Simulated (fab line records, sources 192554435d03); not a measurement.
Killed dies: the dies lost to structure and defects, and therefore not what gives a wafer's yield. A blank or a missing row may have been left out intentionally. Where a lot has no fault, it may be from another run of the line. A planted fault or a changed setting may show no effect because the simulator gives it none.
Lot-split experiment + flow n5-finfet + 7 lots, 21 wafers read, on a route of 1938 steps

## ON THE SPLIT
At N5_BEOL_M11_ETCH_62 (etches SOC in N2/H2, target depth 110 nm, overetch 22 nm, time 165 s), the setting time-s was moved away from the recipe's 165 s on 9 of the 21 wafers read, by -8.5% to +18.8%. The other wafers ran this setting at the recipe's value.

## FROM THE SPLIT TO THE READING: what the file shows between them, 2 steps
- N5_BEOL_M11_STRIP_68: strips in N2/H2
- N5_BEOL_M11_STRIP_67: strips in CF4

## THE READING
etch.depth-nm (the simulator's own value, which no gauge read), in nm, at N5_BEOL_M11_HM_OPEN_17 (chemistry Cl2/BCl3, target TiN, target depth 20 nm, overetch 6 nm). There is no usual value for it anywhere in the file. Average 20.00 nm, standard deviation 0.32 nm, over the 12 wafers here run with the recipe.

| wafer  | tool, chamber at the split | time-s as run, s | against the recipe | etch.depth-nm, nm | against lot-mates on the recipe |
|--------|----------------------------|------------------|--------------------|-------------------|---------------------------------|
| L074.2 | rie-diel-05, 1,0           | 165              | recipe             | 20.23             | -                               |
| L074.3 | rie-diel-05, 2             | 196              | +18.8%             | 17.41             | -2.46                           |
| L074.6 | rie-diel-05, 1,0           | 165              | recipe             | 19.52             | -                               |
| L076.1 | rie-diel-05, 0,2,1         | 165              | recipe             | 19.79             | -                               |
| L076.3 | rie-diel-05, 0,2,1         | 165              | recipe             | 19.98             | -                               |
| L076.5 | rie-diel-05, 0,2,1         | 165              | recipe             | 19.73             | -                               |
| L077.1 | rie-diel-02, 2,0           | 176.4            | +6.9%              | 19.5              | -1.06                           |
| L077.3 | rie-diel-02, 2,0           | 176.4            | +6.9%              | 18.64             | -1.92                           |
| L077.5 | rie-diel-02, 0             | 165              | recipe             | 20.56             | -                               |
| L087.3 | rie-diel-03, 3,2,0         | 165              | recipe             | 20.15             | -                               |
| L087.4 | rie-diel-03, 3,2,0         | 165              | recipe             | 19.66             | -                               |
| L087.6 | rie-diel-03, 3,2,0         | 165              | recipe             | 20.18             | -                               |
| L090.2 | rie-diel-02, 0,3           | 188.7            | +14.4%             | 17.41             | -2.43                           |
| L090.4 | rie-diel-02, 0,3           | 188.7            | +14.4%             | 17.89             | -1.95                           |
| L090.5 | rie-diel-02, 3             | 165              | recipe             | 19.84             | -                               |
| L089.2 | rie-diel-05, 1             | 177              | +7.3%              | 18.64             | -1.87                           |
| L089.4 | rie-diel-05, 0             | 165              | recipe             | 20.51             | -                               |
| L089.6 | rie-diel-05, 1             | 177              | +7.3%              | 19.31             | -1.20                           |
| L091.1 | rie-diel-05, 3             | 165              | recipe             | 19.8              | -                               |
| L091.2 | rie-diel-05, 1,2           | 151              | -8.5%              | 19.79             | -0.01                           |
| L091.3 | rie-diel-05, 1,2           | 151              | -8.5%              | 19.77             | -0.03                           |
Where a row lists several chambers, the file gives one row for several wafers and doesn't say which wafer went through which chamber.

THE FIT
A straight line over all 21 wafers: etch.depth-nm changes by -0.114 nm for each +1% of time-s; r = -0.84; the points scatter about the line by 0.51 nm.
The same after taking each lot's own level away (the mean of its wafers on the recipe; 21 wafers): -0.122 nm for each +1%; r = -0.88; scatter 0.45 nm.
The reading moves by 2.3 nm for the largest change in time-s, on that fit.
From 19.800 to 20.560 nm: that is the span of the lots' own levels, equal to 2.4 times the standard deviation above.
So the lot-to-lot level changes the slope little: the two slopes agree.
Check: for one of the wafers moved furthest among these (+18.8%), held out of the fit, the line's prediction against its lot-mates is -2.62 nm. It came out at -2.46 nm against them.

## FURTHER SPLITS ON THESE WAFERS
Other splits were also applied to these wafers ahead of the reading. Each is held against what the fit with the lots' levels taken away leaves over:
| other split on the same wafers     | wafers away from the commonest value | r with etch.depth-nm (lot level and that fit taken away) |
|------------------------------------|--------------------------------------|----------------------------------------------------------|
| N5_BEOL_M6_EXPOSE_08 dose-mj       | 7                                    | +0.02                                                    |
| N5_BEOL_M7_ETCH_61 source-w        | 3                                    | -0.33                                                    |
| N5_BEOL_M7_ETCH_62 source-w        | 7                                    | +0.17                                                    |
| N5_BEOL_M8_COAT_22 spin-rpm        | 5                                    | -0.05                                                    |
| N5_BEOL_M10_HM_DEP_02 target-thk-a | 8                                    | -0.07                                                    |
| N5_BEOL_M11_PECVD_70 temp-c        | 6                                    | +0.21                                                    |

## FILE'S OWN FIT
etch.depth-nm changes by -0.135 nm for each +1% of time-s, r = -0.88.
